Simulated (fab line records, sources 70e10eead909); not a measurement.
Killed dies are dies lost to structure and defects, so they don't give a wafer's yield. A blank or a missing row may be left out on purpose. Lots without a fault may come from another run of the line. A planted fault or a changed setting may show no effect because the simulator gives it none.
fab line records | flow nand_harc
record lots=6 wafers=18 last_day=33
route steps=1302 shown A_ZERO_WELL@412 A_SOURCE_PLATE@413 A_ONON_D1@424
lots that met no fault: from a run of the same line without faults
start_h: hours from the record's first day to the start of the lot's first wafer shown | wait_h: hours since the lot's step before | " the same as in the row above | L1.1+2: a row that stands for several wafers | - no value, or no start given | * or withheld: withheld | < > ~ a bound
route shown NAME@n: a module of which the file shows steps, and the number in the route of the first | usual: mean/standard deviation of fault-free wafers | same: alike in all rows | chamber/n: place in a boat | sites: the reading at each site | _std_site: their standard deviation | _edge_site: outer sites' mean less inner sites' | radius_mm: how far each site lies from the wafer's centre | mask NAME#n: copy n | behind: the tool/chamber that last shaped the wafer | hold: why the lot was held/for how many hours/how that ended | device: the transistor (n, p or np) that didn't switch | end of line: the same wafers' tests at the end of the route | a step without rows: its recipe alone | killed: dies lost to structure and defects at the first sort, not the wafer's yield | map: a wafer's dies, x killed, . not, _ none there
set.NAME: the setting as run; set.NAME@STEP: as run at that earlier step | model.NAME: the simulator's own value behind a step, which no gauge read
lots at some steps of the route; a table a step, a row a wafer
services: from which hour (start_h, from the record's first day; less than 0 if before it) a tool's chamber was out of use, for how many hours, and why
## steps
# step NHARC_A_ZERO_WELL_INSPECT_17
# usual raw_defect_count=11/5.9
# columns lot.wafer tool chamber start_h wait_h raw_defect_count
L742.1 defect_inspect-02 - 176.15 0.2 27
L742.2 " - " " 12
L742.5 " - " " 15
L743.1 defect_inspect-02 - 191.72 0.2 5
L743.2 " - " " 8
L743.6 " - " " 7
L751.3 defect_inspect-01 - 287.08 0.1 7
L751.5 " - " " 8
L751.6 " - " " 6
L755.2 defect_inspect-02 - 311.19 0.1 10
L755.4 " - " " 13
L755.5 " - " " 9
L759.2 defect_inspect-02 - 348.58 0.1 5
L759.4 " - " " 5
L759.6 " - " " 7
L760.1 defect_inspect-01 - 355.81 0.2 14
L760.2 " - " " 1
L760.6 " - " " 8
# step NHARC_A_SOURCE_PLATE_PRECLEAN_00
# recipe time_s=60 chemistry=HF-LAST
# step NHARC_A_SOURCE_PLATE_SRD_01
# step NHARC_A_SOURCE_PLATE_OXIDE_02
# recipe target_thk_a=100 temp_c=900 ox_time_s=1362 material=SiO2
# step NHARC_A_SOURCE_PLATE_THK_MEAS_09
# recipe thk_meas_gauge=ellipsometry
# usual thk_nm=9.8/1
# columns lot.wafer tool chamber start_h wait_h thk_nm
L742.1 film_metro-01 - 185.41 0.4 10.0
L742.2 " - " " 10.4
L742.5 " - " " 9.9
L743.1 film_metro-02 - 198.66 0.4 9.6
L743.2 " - " " 9.8
L743.6 " - " " 10.0
L751.3 film_metro-02 - 293.33 0.4 9.0
L751.5 " - " " 9.7
L751.6 " - " " 12.0
L755.2 film_metro-02 - 318.47 0.4 8.0
L755.4 " - " " 10.6
L755.5 " - " " 10.0
L759.2 film_metro-02 - 355.79 0.4 10.5
L759.4 " - " " 8.9
L759.6 " - " " 7.7
L760.1 film_metro-02 - 362.66 0.4 8.8
L760.2 " - " " 8.9
L760.6 " - " " 10.3
# step NHARC_A_SOURCE_PLATE_PVD_04
# recipe target_thk_a=500 material=WSi2
# step NHARC_A_SOURCE_PLATE_CVD_03
# recipe target_thk_a=2000 temp_c=620 pressure_mtorr=200 time_s=4000 material=poly-Si
# step NHARC_A_SOURCE_PLATE_ANNEAL_05
# recipe temp_c=850 time_s=1800
# step NHARC_A_SOURCE_PLATE_THK_MEAS_06
# recipe thk_meas_gauge=ellipsometry
# usual thk_nm=198.8/2.3
# columns lot.wafer tool chamber start_h wait_h thk_nm
L742.1 film_metro-02 - 198.45 0.4 199.6
L742.2 " - " " 199.5
L742.5 " - " " 198.4
L743.1 film_metro-02 - 212.51 0.4 200.6
L743.2 " - " " 198.6
L743.6 " - " " 202.6
L751.3 film_metro-02 - 305.92 0.4 199.2
L751.5 " - " " 200.3
L751.6 " - " " 199.3
L755.2 film_metro-02 - 333.39 0.4 197.3
L755.4 " - " " 198.2
L755.5 " - " " 199.5
L759.2 film_metro-01 - 368.63 0.4 196.1
L759.4 " - " " 195.0
L759.6 " - " " 195.9
L760.1 film_metro-01 - 375.78 0.4 194.5
L760.2 " - " " 191.5
L760.6 " - " " 192.0
# step NHARC_A_SOURCE_PLATE_INSPECT_08
# usual raw_defect_count=67/26
# columns lot.wafer tool chamber start_h wait_h raw_defect_count
L742.1 defect_inspect-01 - 198.53 0.0 45
L742.2 " - " " 47
L742.5 " - " " 56
L743.1 defect_inspect-01 - 212.59 0.0 70
L743.2 " - " " 45
L743.6 " - " " 65
L751.3 defect_inspect-01 - 305.98 0.0 53
L751.5 " - " " 87
L751.6 " - " " 64
L755.2 defect_inspect-02 - 333.46 0.0 22
L755.4 " - " " 26
L755.5 " - " " 17
L759.2 defect_inspect-01 - 368.70 0.0 50
L759.4 " - " " 58
L759.6 " - " " 66
L760.1 defect_inspect-02 - 375.84 0.0 92
L760.2 " - " " 54
L760.6 " - " " 39
# step NHARC_A_ONON_D1_DEP_00
# recipe target_thk_a=10000 n2_flow_sccm=2750 n2o_flow_sccm=2000 nh3_flow_sccm=500 sih4_flow_sccm=210 temp_c=400
# usual n2_flow_sccm=2754/8.8
# columns lot.wafer tool chamber start_h wait_h n2_flow_sccm
L742.1 pecvd_onon-03 0 198.60 0.1 2758
L742.2 " 0 " " 2741
L742.5 " 0 " " 2745
L743.1 pecvd_onon-01 0 212.66 0.1 2764
L743.2 " 0 " " 2765
L743.6 " 0 " " 2753
L751.3 pecvd_onon-01 0 306.19 0.2 2752
L751.5 " 0 " " 2740
L751.6 " 0 " " 2742
L755.2 pecvd_onon-01 0 333.58 0.1 2759
L755.4 " 0 " " 2759
L755.5 " 0 " " 2757
L759.2 pecvd_onon-03 0 368.82 0.1 2751
L759.4 " 0 " " 2754
L759.6 " 0 " " 2755
L760.1 pecvd_onon-03 0 375.91 0.1 2763
L760.2 " 0 " " 2747
L760.6 " 0 " " 2750
# step NHARC_A_ONON_D1_THK_MEAS_02
# recipe thk_meas_gauge=ellipsometry
# usual thk_nm=1000/7.9
# columns lot.wafer tool chamber start_h wait_h thk_nm
L742.1 film_metro-02 - 199.11 - 998
L742.2 " - " " 998
L742.5 " - " " 998
L743.1 film_metro-02 - 213.17 - 991
L743.2 " - " " 994
L743.6 " - " " 995
L751.3 film_metro-02 - 306.59 - 1000
L751.5 " - " " 999
L751.6 " - " " 834
L755.2 film_metro-01 - 334.03 - 993
L755.4 " - " " 829
L755.5 " - " " 995
L759.2 film_metro-01 - 369.28 - 999
L759.4 " - " " 1000
L759.6 " - " " 1002
L760.1 film_metro-01 - 376.42 - 998
L760.2 " - " " 995
L760.6 " - " " 995
# step NHARC_A_ONON_D1_DEP_03
# recipe target_thk_a=10000 n2_flow_sccm=2750 n2o_flow_sccm=2000 nh3_flow_sccm=500 sih4_flow_sccm=210 temp_c=400
## services
# columns tool chamber start_h hours kind
pecvd_onon-03 - 227.00 13.0 pm
pecvd_onon-01 - 269.41 13.0 pm
## key
first_sign step=NHARC_A_ONON_D1_THK_MEAS_02 reading=thk_nm direction=down sigmas=21 usual=1000 struck=831
effect none on later readings
met_at NHARC_A_ONON_D1_DEP_00
struck_wafers L751.6,L755.4
tester_left_out L751,L755
onset_between 212.66 306.19
fault kind=process_parameter_drift tool=pecvd_onon-01 chamber=- onset_h=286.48 steps=NHARC_A_ONON_D1_DEP_00 channel=target_thk_a offset=* shape=step end_h=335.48 scope=struck_wafers_only acts_in=* stated=*
# tester_left_out: of these lots the tester's yield and bins aren't shown, on N5 and GAA mostly nor the transistor test; their killed dies are dies lost to structure and defects alone, not to doping, threshold or leakage, so they don't give the yield
